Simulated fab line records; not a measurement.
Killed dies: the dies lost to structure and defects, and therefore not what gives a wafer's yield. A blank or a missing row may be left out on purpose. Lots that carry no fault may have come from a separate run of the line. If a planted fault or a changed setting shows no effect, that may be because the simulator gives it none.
What tool caused it? ; flow nand-harc ; 18 wafers from 6 lots sampled at 2 of the route's 1302 steps

## WHAT THE GAUGES SHOWED, per wafer
NHARC_P_BONDPAD_OVL_MEAS_38.
lot;measured;on;overlay-x-nm (nm)
L189;day 6 19:06;overlay-02;-5 -5 -5
L192;day 7 18:35;overlay-02;-2 -1 -2
L205;day 13 05:26;overlay-02;5 5 5
L208;day 14 08:37;overlay-02;2 2 2
L210;day 15 03:59;overlay-02;4 5 4
L212;day 16 01:57;overlay-01;-1 -1 -1

## EACH LOT AND THE TOOL THAT RAN IT (in order: tool; ch and the chambers of the sampled wafers; start)
lot;NHARC_P_BONDPAD_DEP_00
L189;pecvd-04 ch 1,2, day 6 17:47
L192;pecvd-02 ch 1,2, day 7 17:16
L205;pecvd-02 ch 1,2, day 13 03:59
L208;pecvd-03 ch 1,2, day 14 07:19
L210;pecvd-03 ch 0,1, day 15 02:49
L212;pecvd-03 ch 1,2, day 16 01:57 or earlier
- NHARC_P_BONDPAD_DEP_00: deposits SiCN, target thk 250 nm.

## THE ANSWER, worked out from the rows above alone
Rule: usual is defined by the lots themselves. Put in order of their means at a reading, lots are off if they are a third of the lots or fewer, leave a main group of 4 or more, and stand apart from it by a gap of 3 or more times the standard deviation of the main group's means; of several such gaps the widest counts. A main group whose means are all the same, to the digits that the tables above print for the reading, isn't used. A lot without any number at a reading at which 4 lots or more have one is off too. The other lots that the step has rows for count as sound.
No lot is off at any reading shown: from this, nothing can be told.

## WHAT THE SIMULATOR PUT IN
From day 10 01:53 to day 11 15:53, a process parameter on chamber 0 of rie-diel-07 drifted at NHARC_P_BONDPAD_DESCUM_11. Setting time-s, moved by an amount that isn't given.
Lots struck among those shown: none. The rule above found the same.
